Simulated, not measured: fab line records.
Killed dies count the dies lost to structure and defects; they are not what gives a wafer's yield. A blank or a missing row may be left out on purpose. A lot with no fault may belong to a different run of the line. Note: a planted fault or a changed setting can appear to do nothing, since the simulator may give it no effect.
What tool caused it? :: flow n5Finfet :: at 1 step of a route of 1938, 13 lots with 36 wafers sampled

== WHAT THE GAUGES READ, wafer by wafer ==
N5_FIN_SAQP_OCD_MEAS_76. Usual: trenchDepthNm at 120.7 nm, with a standard deviation of 1.9.
lot: L357
measured: day 2 08:41
on: ocd-01
trenchDepthNm (nm): 123.4 121.3 121.8
flag: 

lot: L359
measured: day 2 20:38
on: ocd-01
trenchDepthNm (nm): 123.3 122.2 119.0
flag: 

lot: L360
measured: day 3 01:56
on: ocd-01
trenchDepthNm (nm): 120.9 122.4 123.0
flag: 

lot: L361
measured: day 3 08:28
on: ocd-02
trenchDepthNm (nm): 118.9 119.9 119.7
flag: 

lot: L362
measured: day 3 14:13
on: ocd-02
trenchDepthNm (nm): 121.6 117.8 120.2
flag: 

lot: L363
measured: day 3 19:58
on: ocd-02
trenchDepthNm (nm): 118.1 120.9 121.6
flag: 

lot: L366
measured: day 4 15:14
on: ocd-01
trenchDepthNm (nm): 123.8 122.8 119.8
flag: 

lot: L368
measured: day 5 02:40
on: ocd-02
trenchDepthNm (nm): 121.4 122.6
flag: 

lot: L369
measured: day 5 11:11
on: ocd-01
trenchDepthNm (nm): 121.9 118.6 122.6
flag: 

lot: L374
measured: day 6 16:26
on: ocd-01
trenchDepthNm (nm): 121.9 118.5
flag: 

lot: L375
measured: day 6 21:43
on: ocd-02
trenchDepthNm (nm): 119.8 121.9
flag: 

lot: L378
measured: day 7 13:36
on: ocd-01
trenchDepthNm (nm): 120.3 122.8 118.1
flag: 

lot: L379
measured: day 7 19:59
on: ocd-01
trenchDepthNm (nm): 118.7 121.7 118.4
flag: 

== EACH LOT AND THE TOOL THAT RAN IT (in order: tool; ch and the chambers of the sampled wafers; start) ==
Record: no process step prior to these readings.

== AS READ BY THE TOOLS THEMSELVES (means over the sampled wafers that have a number; for cases with no such wafer, the mark the record gives instead) ==
The record holds no such reading with a usual standard deviation.

== THE ANSWER, worked out from the rows above alone ==
Rule: take the mean of a lot's wafers that have a number; if it is more than 3 standard deviations from the usual mean, the lot is off. Also off: a lot with no number at a reading for which 4 or more lots have one. The other lots that the step has rows for count as sound. After the gauges, taken in route order, come the tools' own readings; for these a lot's mean is taken, as printed above. At the first step where some lot is off, the reading lying furthest off is the one used; lots without a number count as furthest.
Nothing can be told from this: no lot is off at any reading shown.

== WHAT THE SIMULATOR PUT IN ==
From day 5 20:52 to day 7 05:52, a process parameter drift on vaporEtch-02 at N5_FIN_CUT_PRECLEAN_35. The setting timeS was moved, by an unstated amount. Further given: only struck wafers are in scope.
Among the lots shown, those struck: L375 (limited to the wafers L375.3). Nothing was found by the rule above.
